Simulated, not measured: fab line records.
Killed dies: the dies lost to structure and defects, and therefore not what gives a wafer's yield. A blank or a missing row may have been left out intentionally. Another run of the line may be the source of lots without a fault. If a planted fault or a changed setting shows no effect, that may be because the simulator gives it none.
fab line records -- flow nand_harc
record lots=13, wafers=39, last_day=34
route steps=1302 shown A_CONTACT@1101 A_BLC@1122
lots with no fault: from the same line, run without faults
start_h: hours from the record's first day to the start of the lot's first wafer shown -- wait_h: hours from the lot's prior step to this one -- " unchanged from the row above -- L1.1+2: one row covering several wafers at once -- - no value present, or no start provided -- * or withheld: withheld -- < > ~ a bound
route shown NAME@n: names a module that has steps shown in the file, with the first one's number in the route -- usual: mean/standard deviation of fault-free wafers -- same: alike in all rows -- chamber/n: place in a boat -- sites: each site's reading -- _std_site: how widely they spread, as a standard deviation -- _edge_site: outer sites' mean less inner sites' -- radius_mm: how far each site lies from the wafer's centre -- mask NAME#n: copy n -- behind: the most recent tool/chamber to have shaped the wafer -- hold: the reason the lot was held/the length of the hold in hours/how it ended -- device: whichever transistor did not switch (one of n, p or np) -- end of line: the route-end tests of the same wafers -- step lacking rows: just its recipe -- killed: count of dies lost to structure and defects at first sort (not the wafer's yield) -- map: the dies of a wafer, with x for killed, . for not killed, _ for no die there
set.NAME: the setting as run; set.NAME@STEP: as run at that earlier step -- model.NAME: the simulator's own value behind a step, which no gauge read
steps of the route over a sample of lots; a table a step, a row a wafer
services: when a tool's chamber went out of use (start_h, in hours from the record's first day, below 0 if earlier), for how many hours, and the reason
## steps
# step NHARC_A_CONTACT_ALD_18
# recipe target_thk_a=30, pulse_time_s=1, ald_cycles=150, temp_c=450, material=TiN
# usual ald_cycles=150/0, heater_power_w=1065/81, precursor_pulse_height_rel=0.999/0.017
lot.wafer,tool,chamber,start_h,wait_h,ald_cycles,heater_power_w,precursor_pulse_height_rel
L103.2,ald_metal-03,2,522.40,-,150,1003,0.967
L103.5,ald_metal-03,2,522.40,-,150,1027,1.031
L103.6,ald_metal-03,3,522.40,-,150,1077,1.025
L102.2,ald_metal-03,2,526.32,-,150,1038,0.992
L102.3,ald_metal-03,1,526.32,-,150,1160,0.986
L102.6,ald_metal-03,3,526.32,-,150,1055,0.980
L112.3,ald_metal-03,0,601.46,-,150,1045,1.061
L112.6,ald_metal-03,0,601.46,-,150,1026,0.983
L112.5,ald_metal-03,1,601.46,-,150,1165,1.019
L114.2,ald_metal-04,2,632.24,-,150,1053,0.965
L114.1,ald_metal-04,0,632.24,-,150,969,0.987
L114.6,ald_metal-04,3,632.24,-,150,983,0.987
L116.2,ald_metal-02,0,650.98,-,150,969,1.003
L116.1,ald_metal-02,1,650.98,-,150,1154,0.986
L116.3,ald_metal-02,2,650.98,-,150,1220,0.988
L115.2,ald_metal-03,1,653.10,-,150,1139,0.984
L115.5,ald_metal-03,0,653.10,-,150,1004,1.012
L115.6,ald_metal-03,1,653.10,-,150,1164,0.990
L119.2,ald_metal-04,3,679.39,-,150,959,0.990
L119.6,ald_metal-04,3,679.39,-,150,958,0.979
L119.5,ald_metal-04,0,679.39,-,150,955,1.002
L120.1,ald_metal-02,3,681.04,-,150,1036,1.007
L120.5,ald_metal-02,0,681.04,-,150,990,1.022
L120.6,ald_metal-02,2,681.04,-,150,1188,1.009
L118.3,ald_metal-03,0,682.78,-,150,1018,1.001
L118.4,ald_metal-03,2,682.78,-,150,1086,1.024
L118.6,ald_metal-03,3,682.78,-,150,967,1.002
L121.1,ald_metal-04,0,697.02,-,150,936,0.980
L121.3,ald_metal-04,1,697.02,-,150,1095,0.999
L121.6,ald_metal-04,0,697.02,-,150,944,0.994
L122.1,ald_metal-02,0,726.61,-,150,1025,0.983
L122.3,ald_metal-02,1,726.61,-,150,1210,0.991
L122.4,ald_metal-02,3,726.61,-,150,1043,1.020
L124.3,ald_metal-02,1,732.71,-,150,1199,0.972
L124.4,ald_metal-02,2,732.71,-,150,1222,1.016
L124.5,ald_metal-02,1,732.71,-,150,1206,0.999
L125.1,ald_metal-03,1,759.79,-,150,1220,1.021
L125.6,ald_metal-03,3,759.79,-,150,1110,1.018
L125.5,ald_metal-03,0,759.79,-,150,1063,0.990
# step NHARC_A_BLC_ETCH_17
# recipe target_depth_a=3900, over_etch_frac=0.25, time_s=609.38, ion_energy_ev=200, n2_flow_sccm=150, h2_flow_sccm=150, ar_flow_sccm=0, rf_w=400, bias_w=150, chemistry=N2/H2
# usual bias_w=150.0/0.46, drypump_motor_current_A=5.9/0.33, mfc_ar_sccm=0.008/0.0081, oes_product_au=0.995/0.0091, rf_vpp_V=430.1/2.4, showerhead_plenum_p_Torr=2.03/0.082, throttle_valve_pct=14.170/0.0099
# same time_s=609.38
lot.wafer,tool,chamber,start_h,wait_h,bias_w,drypump_motor_current_A,mfc_ar_sccm,oes_product_au,rf_hours_counter_h,rf_vpp_V,showerhead_plenum_p_Torr,throttle_valve_pct
L103.2,rie_diel-06,1,-,-,150.2,5.6,0.007,0.990,2,432.7,2.13,14.182
L103.6,rie_diel-06,3,-,-,150.7,6.5,0,0.994,-,429.4,2.00,14.172
L103.5,rie_diel-06,0,-,-,149.7,6.0,0.015,0.982,-,429.7,2.00,14.156
L102.2,rie_diel-06,1,-,-,150.0,5.6,0.007,0.996,3,433.3,2.13,14.157
L102.3,rie_diel-06,0,-,-,150.1,6.0,0.015,0.984,4,430.4,2.00,14.156
L102.6,rie_diel-06,1,-,-,149.5,5.6,0.007,1.000,-,433.5,2.13,14.184
L112.3,rie_diel-06,0,-,-,149.8,6.0,0.015,0.984,12,429.9,2.00,14.171
L112.6,rie_diel-06,1,-,-,149.3,5.6,0.007,1.008,-,432.3,2.13,14.158
L112.5,rie_diel-06,2,-,-,150.8,5.8,0.021,0.993,-,427.9,1.94,14.183
L114.1,rie_diel-11,3,-,-,150.5,5.9,0,0.989,1,429.8,1.98,14.167
L114.2,rie_diel-11,0,-,-,150.6,5.8,0,0.999,1,433.7,2.18,14.165
L114.6,rie_diel-11,0,-,-,149.6,5.8,0,0.997,-,433.4,2.18,14.166
L116.3,rie_diel-11,0,-,-,150.3,5.8,0,0.994,3,434.3,2.18,14.163
L116.2,rie_diel-11,1,-,-,150.6,5.5,0.001,1.005,2,432.2,2.08,14.184
L116.1,rie_diel-11,2,-,-,149.4,6.1,0.018,1.004,1,427.0,1.91,14.191
L115.2,rie_diel-11,2,-,-,149.4,6.1,0.018,1.003,1,426.8,1.91,14.175
L115.6,rie_diel-11,2,-,-,150.6,6.1,0.018,1.005,-,426.4,1.91,14.158
L115.5,rie_diel-11,3,-,-,149.5,5.9,0,0.997,-,428.0,1.98,14.177
L119.2,rie_diel-11,1,-,-,150.6,5.5,0.001,0.991,4,431.3,2.08,14.161
L119.5,rie_diel-11,1,-,-,151.3,5.5,0.001,0.994,-,429.8,2.08,14.163
L119.6,rie_diel-11,2,-,-,150.2,6.1,0.018,0.997,-,427.0,1.91,14.157
L120.1,rie_diel-06,3,-,-,150.3,6.5,0,0.993,1,429.3,1.99,14.163
L120.5,rie_diel-06,0,-,-,149.6,5.9,0.015,1.001,-,430.7,2.00,14.178
L120.6,rie_diel-06,1,-,-,150.2,5.6,0.007,0.998,-,433.2,2.13,14.175
L118.4,rie_diel-06,2,-,-,150.5,5.8,0.021,1.010,1,426.2,1.94,14.180
L118.3,rie_diel-06,3,-,-,149.4,6.6,0,0.995,1,428.9,1.99,14.165
L118.6,rie_diel-06,0,-,-,150.0,6.0,0.015,0.998,-,430.0,2.00,14.161
L121.1,rie_diel-06,0,-,-,150.0,6.0,0.015,1.001,3,427.6,2.00,14.181
L121.3,rie_diel-06,1,-,-,150.5,5.6,0.007,0.999,3,435.3,2.13,14.167
L121.6,rie_diel-06,1,-,-,150.4,5.6,0.007,1.002,-,434.3,2.13,14.170
L122.1,rie_diel-11,1,-,-,149.9,5.5,0.001,1.001,7,431.5,2.08,14.168
L122.3,rie_diel-11,2,-,-,150.0,6.0,0.018,0.998,5,426.4,1.91,14.170
L122.4,rie_diel-11,3,-,-,150.4,5.9,0,0.996,7,428.3,1.98,14.173
L124.4,rie_diel-06,2,-,-,150.6,5.8,0.021,1.013,5,427.5,1.94,14.157
L124.3,rie_diel-06,0,-,-,149.8,6.0,0.015,0.995,6,430.5,2.00,14.176
L124.5,rie_diel-06,3,-,-,150.2,6.5,0,0.988,-,428.8,1.99,14.165
L125.1,rie_diel-11,0,-,-,150.1,5.8,0,1.001,9,434.1,2.17,14.166
L125.6,rie_diel-11,1,-,-,150.5,5.5,0.001,0.989,-,432.4,2.08,14.168
L125.5,rie_diel-11,2,-,-,150.2,6.1,0.018,0.992,-,426.6,1.91,14.185
# step NHARC_A_BLC_ALD_23
# recipe target_thk_a=30, pulse_time_s=1, ald_cycles=150, temp_c=450, material=TiN
# usual ald_cycles=150/0, heater_power_w=1048/100, precursor_pulse_height_rel=1.003/0.02
lot.wafer,tool,chamber,start_h,wait_h,ald_cycles,heater_power_w,precursor_pulse_height_rel
L103.2,ald_metal-04,1,527.21,-,150,1027,1.002
L103.6,ald_metal-04,3,527.21,-,150,981,1.018
L103.5,ald_metal-04,0,527.21,-,150,960,1.039
L102.2,ald_metal-04,3,530.35,-,150,979,0.997
L102.3,ald_metal-04,0,530.35,-,150,951,0.998
L102.6,ald_metal-04,2,530.35,-,150,1043,0.980
L112.3,ald_metal-04,1,605.46,-,64,1017,1.022
L112.6,ald_metal-04,1,605.46,-,64,1015,1.013
L112.5,ald_metal-04,2,605.46,-,150,1007,1.016
L114.2,ald_metal-02,1,636.44,-,150,1212,0.997
L114.1,ald_metal-02,2,636.44,-,150,1193,1.003
L114.6,ald_metal-02,1,636.44,-,150,1154,1.008
L116.2,ald_metal-02,3,654.98,-,150,1021,0.991
L116.3,ald_metal-02,0,654.98,-,150,990,0.988
L116.1,ald_metal-02,1,654.98,-,150,1142,0.993
L115.2,ald_metal-02,3,657.18,-,150,1040,1.032
L115.5,ald_metal-02,0,657.18,-,150,979,0.970
L115.6,ald_metal-02,1,657.18,-,150,1149,0.970
L119.2,ald_metal-04,1,683.26,-,150,1062,0.985
L119.6,ald_metal-04,1,683.26,-,150,1093,0.985
L119.5,ald_metal-04,2,683.26,-,150,1029,1.018
L120.1,ald_metal-01,0,685.12,-,150,1073,1.025
L120.6,ald_metal-01,1,685.12,-,150,1183,0.993
L120.5,ald_metal-01,2,685.12,-,150,874,0.996
L118.3,ald_metal-04,1,686.86,-,150,1081,1.005
L118.4,ald_metal-04,1,686.86,-,150,1097,0.991
L118.6,ald_metal-04,0,686.86,-,150,937,1.040
L121.3,ald_metal-02,2,701.05,-,150,1210,1.024
L121.1,ald_metal-02,3,701.05,-,150,1053,0.967
L121.6,ald_metal-02,2,701.05,-,150,1198,0.979
L122.3,ald_metal-04,2,730.59,-,150,1048,1.004
L122.1,ald_metal-04,1,730.59,-,150,1100,0.987
L122.4,ald_metal-04,1,730.59,-,150,1090,1.059
L124.3,ald_metal-04,2,736.79,-,150,1079,0.970
L124.4,ald_metal-04,2,736.79,-,150,1060,0.997
L124.5,ald_metal-04,0,736.79,-,150,942,0.963
L125.1,ald_metal-02,3,763.79,-,150,1039,0.996
L125.6,ald_metal-02,1,763.79,-,150,1181,0.985
L125.5,ald_metal-02,2,763.79,-,150,1183,0.987
# step NHARC_A_BLC_INSPECT_28
# usual raw_defect_count=505/140
lot.wafer,tool,chamber,start_h,wait_h,raw_defect_count
L103.2,defect_inspect-01,-,528.30,0.1,420
L103.5,defect_inspect-01,-,528.30,0.1,474
L103.6,defect_inspect-01,-,528.30,0.1,360
L102.2,defect_inspect-02,-,531.45,0.1,503
L102.3,defect_inspect-02,-,531.45,0.1,457
L102.6,defect_inspect-02,-,531.45,0.1,550
L112.3,defect_inspect-01,-,606.59,0.1,444
L112.5,defect_inspect-01,-,606.59,0.1,491
L112.6,defect_inspect-01,-,606.59,0.1,456
L114.1,defect_inspect-02,-,637.55,0.1,596
L114.2,defect_inspect-02,-,637.55,0.1,405
L114.6,defect_inspect-02,-,637.55,0.1,372
L116.1,defect_inspect-01,-,656.09,0.1,698
L116.2,defect_inspect-01,-,656.09,0.1,1187
L116.3,defect_inspect-01,-,656.09,0.1,640
L115.2,defect_inspect-01,-,658.26,0.1,445
L115.5,defect_inspect-01,-,658.26,0.1,363
L115.6,defect_inspect-01,-,658.26,0.1,529
L119.2,defect_inspect-01,-,684.38,0.1,311
L119.5,defect_inspect-01,-,684.38,0.1,525
L119.6,defect_inspect-01,-,684.38,0.1,452
L120.1,defect_inspect-02,-,686.19,0.1,556
L120.5,defect_inspect-02,-,686.19,0.1,432
L120.6,defect_inspect-02,-,686.19,0.1,758
L118.3,defect_inspect-01,-,688.04,0.1,527
L118.4,defect_inspect-01,-,688.04,0.1,366
L118.6,defect_inspect-01,-,688.04,0.1,683
L121.1,defect_inspect-02,-,702.19,0.1,537
L121.3,defect_inspect-02,-,702.19,0.1,528
L121.6,defect_inspect-02,-,702.19,0.1,698
L122.1,defect_inspect-02,-,731.76,0.1,407
L122.3,defect_inspect-02,-,731.76,0.1,346
L122.4,defect_inspect-02,-,731.76,0.1,289
L124.3,defect_inspect-02,-,737.97,0.1,724
L124.4,defect_inspect-02,-,737.97,0.1,506
L124.5,defect_inspect-02,-,737.97,0.1,616
L125.1,defect_inspect-01,-,764.88,0.1,521
L125.5,defect_inspect-01,-,764.88,0.1,690
L125.6,defect_inspect-01,-,764.88,0.1,450
## services
tool,chamber,start_h,hours,kind
rie_diel-06,1,506.19,7.8,repair
ald_metal-03,3,514.36,7.1,repair
ald_metal-02,1,543.84,4.9,repair
ald_metal-03,0,552.12,4.2,repair
ald_metal-03,-,568.00,10.0,pm
rie_diel-06,-,573.89,0.1,repair
ald_metal-02,0,591.28,3.9,repair
ald_metal-02,-,600.19,0.8,repair
rie_diel-11,3,606.82,17.6,repair
ald_metal-03,3,607.14,8.1,repair
rie_diel-11,-,609.50,9.0,pm
ald_metal-02,-,610.00,10.0,pm
rie_diel-11,2,632.22,15.2,repair
ald_metal-03,2,633.77,24.1,repair
ald_metal-03,-,644.47,0.8,repair
rie_diel-06,-,645.06,0.9,repair
ald_metal-04,-,652.00,10.0,pm
rie_diel-06,-,661.35,9.0,pm
ald_metal-02,1,676.24,14.5,repair
ald_metal-04,3,685.38,74.1,repair
ald_metal-04,-,708.99,2.5,repair
ald_metal-04,0,721.47,6.2,repair
ald_metal-02,2,735.16,5.0,repair
rie_diel-06,1,748.54,2.9,repair
## key
first_sign step=NHARC_A_BLC_ALD_23, reading=ald_cycles, direction=down, sigmas=99+, usual=150, struck=64
effect none on later readings
met_at NHARC_A_BLC_ALD_23
struck_lots L112
struck_wafers L112.3,L112.6
later_rows_left_out L112.3,L112.6
sort_left_out L112.3,L112.6
tester_left_out L112
not_acting_at NHARC_A_CONTACT_ALD_18,NHARC_A_BLC_ETCH_17,NHARC_A_BLC_INSPECT_28
onset_between 527.21 605.46
fault kind=process_parameter_drift, tool=ald_metal-04, chamber=1, onset_h=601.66, steps=NHARC_A_BLC_ALD_23, channel=ald_cycles, offset=-86, shape=step, end_h=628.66, acts_in=these_recipes_only, stated=150
# tester_left_out: of these lots the tester's yield and bins aren't shown, on N5 and GAA mostly nor the transistor test; their killed dies are dies lost to structure and defects alone, not to doping, threshold or leakage, so they don't give the yield
# sort_left_out: the simulated sort isn't trusted on such a fault, so these wafers' sort isn't shown, and their yield isn't known
# later_rows_left_out: the simulator's readings of these wafers behind a module that went badly wrong aren't trusted and aren't shown, but for the sort
